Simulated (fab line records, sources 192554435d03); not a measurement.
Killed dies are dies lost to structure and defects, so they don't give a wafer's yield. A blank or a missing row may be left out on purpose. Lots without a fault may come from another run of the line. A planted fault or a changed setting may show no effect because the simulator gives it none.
A struck lot beside a sound one | flow n5_finfet | 39 steps out of a route of 1938
Sound: wafers L585.3, L585.4, L585.6. Struck: wafer L590.3. (L590.5 of the same lot was not struck and is left out.) The cause comes at the end.
At each step with rows: each side's tool, then ch and its chambers, then its first start. Under that, the readings that differ: sound wafers | struck wafers | difference of the means | sigmas: that difference in standard deviations of wafers without a fault.
alike: readings whose means differ by less than 2 such deviations, and words and numbers that are the same on both sides. not compared: withheld readings, readings that some wafer has no value for, bounds like >300 that may hide the same value, and numbers for which the record gives no deviation and whose values overlap.
The two part at a step that has a row with sigmas, a row that says differs or no value, or rows on one side only. Numbers that don't overlap but have no deviation are shown without sigmas and don't part them. A reading that every wafer of one side lacks parts them only if that side has two wafers or more.

first, 12 steps without rows for these wafers: N5_SD_EPI_N_ETCH_35 (etches SOC in N2/H2, overetch 108 nm, time 486 s); N5_SD_EPI_N_STRIP_36 (strips in N2/H2); N5_SD_EPI_N_ETCHBACK_44 (etches SiNx in CH3F/O2, stops on SiO2, target depth 14.5 nm); N5_SD_EPI_N_ETCH_45 (etches SiOCN in CH3F/O2, target depth 6 nm); N5_SD_EPI_N_ETCH_16 (etches SiO2 in CHF3/O2, target depth 5 nm); N5_SD_EPI_N_STRIP_47 (strips in CHF3/O2); N5_SD_EPI_N_SD_RECESS_17 (chemistry HBr/Cl2/O2, target depth 41 nm, time 23.7 s, bt time 3 s); N5_SD_EPI_N_STRIP_38 (strips in N2/H2); N5_SD_EPI_N_WET_ETCH_43 (etches SiO2 in dHF, time 14 s, target depth 1.5 nm); N5_SD_EPI_N_STRIP_18 (strips in SPM, time 750 s); N5_SD_EPI_N_SRD_20 (time 30 s); N5_SD_EPI_N_PRECLEAN_48 (cleans in NF3:NH3, afs cycles 2, time 20 s, sublimation time 60 s).
N5_SD_EPI_N_VAPOR_ETCH_50: etches Si in HCl, time 54 s.
  sound on epi_rpcvd-02 ch 0, day 3 01:50; struck on epi_rpcvd-02 ch 0, day 4 09:44
  alike: throttle_valve_pct
then, 24 steps without rows for these wafers: N5_SD_EPI_N_EPI_21 (deposits Si:P, time 690 s); N5_SD_EPI_N_PRECLEAN_24 (cleans in O3/DIW, time 60 s); N5_SD_EPI_N_SRD_25 (time 30 s); N5_SD_EPI_N_PRECLEAN_49 (cleans in NF3:NH3, afs cycles 1, time 20 s, sublimation time 60 s); N5_SD_EPI_N_LINER_46 (material SiNx, target thk 3 nm); N5_SD_EPI_P_COAT_34 (time 60 s, resist thk 350 nm); N5_SD_EPI_P_COAT_35 (time 60 s, resist thk 35 nm); N5_SD_EPI_P_COAT_03 (resist thk 150 nm); N5_SD_EPI_P_EBR_05; N5_SD_EPI_P_SOFTBAKE_04 (time 60 s); N5_SD_EPI_P_EXPOSE_06 (exposes mask SD P BLK, target cd 240 nm); N5_SD_EPI_P_PEB_07 (peb time 60 s); N5_SD_EPI_P_DEVELOP_08 (develop time 30 s); N5_SD_EPI_P_DESCUM_14 (chemistry O2, time 7.9 s); N5_SD_EPI_P_ETCH_36 (etches SiARC in CF4, target depth 45.5 nm, time 75.8 s); N5_SD_EPI_P_ETCH_37 (etches SOC in N2/H2, overetch 108 nm, time 486 s); N5_SD_EPI_P_STRIP_38 (strips in N2/H2); N5_SD_EPI_P_ETCHBACK_46 (etches SiNx in CH3F/O2, stops on SiO2, target depth 17.5 nm); N5_SD_EPI_P_ETCH_47 (etches SiOCN in CH3F/O2, target depth 25 nm); N5_SD_EPI_P_ETCH_16 (etches SiO2 in CHF3/O2, target depth 5 nm); N5_SD_EPI_P_STRIP_50 (strips in CHF3/O2); N5_SD_EPI_P_SD_RECESS_17 (chemistry HBr/Cl2/O2, target depth 39.1 nm, bt time 3 s); N5_SD_EPI_P_WET_ETCH_45 (etches SiO2 in dHF, time 10.7 s, target depth 2 nm, rinse time 30 s); N5_SD_EPI_P_STRIP_40 (strips in N2/H2).
-- the record jumps here: 5 days lie between the struck wafers' starts before and after (it left off in module SD_EPI_P and takes up again in module BEOL_M4, whose first step shown is number 1111 of the route) --
N5_BEOL_M4_RC_MEAS_101:
  sound on prober-02 ch 0, day 7 21:17; struck on prober-02 ch 0, day 9 09:55
  reading            | sound             | struck | difference | sigmas
  DIBL_N (mV/V)      | 36.7 37.4 36.9    | 45.3   | +8.3       | +6
  IOFF_N (nA/um)     | 0.147 0.170 0.160 | 0.383  | +0.224     | +10
  IOFF_N_85C (nA/um) | 2.8 3.2 3.0       | 6.6    | +3.6       | +10
  IOFF_N_LIN (nA/um) | 0.069 0.079 0.074 | 0.137  | +0.063     | +7
  ION_N (uA/um)      | 672 679 668       | 730    | +57        | +7
  REXT_N (ohm.um)    | 73.7 73.7 73.7    | 64.7   | -9.0       | -6
  SS_N (mV/dec)      | 71.0 71.5 71.7    | 74.0   | +2.6       | +5
  VT_N (mV)          | 252.0 248.7 249.6 | 241.1  | -9.0       | -3
  VT_N_LVT (mV)      | 100.8 98.3 99.6   | 87.1   | -12.5      | -5
  alike: DIBL_P, IOFF_P, ION_P, SS_P, VT_P
-- the record jumps here: 5 days lie between the struck wafers' starts before and after (it left off in module BEOL_M4 and takes up again in module PASSIVATION, whose first step shown is number 1936 of the route) --
N5_PASSIVATION_PROBE_49:
  sound on prober-02, day 12 00:53; struck on prober-01, day 13 22:09
  reading                 | sound          | struck | difference | sigmas
  killed_at_M4_up         | 5 16 12        | 24     | +13        | +2
  killed_at_other         | 7 13 7         | 2      | -7         | -2
  killed_open             | 51 53 66       | 97     | +40        | +3
  sort_bin_4_leakage (%)  | 0 0 0          | 10.34  | +10.34     |
  sort_bin_5_function (%) | 4.5 4.6 5.9    | 7.3    | +2.3       | +2
  sort_n_pass             | 1090 1087 1063 | 931    | -149       | -8
  sort_yield_pct (%)      | 92.4 92.1 90.1 | 78.9   | -12.6      | -8
  alike: defect_limited_yield, killed_at_M0_to_M3, killed_at_contacts, killed_at_front_end, killed_dies, killed_short, sort_bin_6_memory

WHERE THEY PART
First at N5_BEOL_M4_RC_MEAS_101; last, within this record, at N5_PASSIVATION_PROBE_49.

WHY: what the simulator had put in
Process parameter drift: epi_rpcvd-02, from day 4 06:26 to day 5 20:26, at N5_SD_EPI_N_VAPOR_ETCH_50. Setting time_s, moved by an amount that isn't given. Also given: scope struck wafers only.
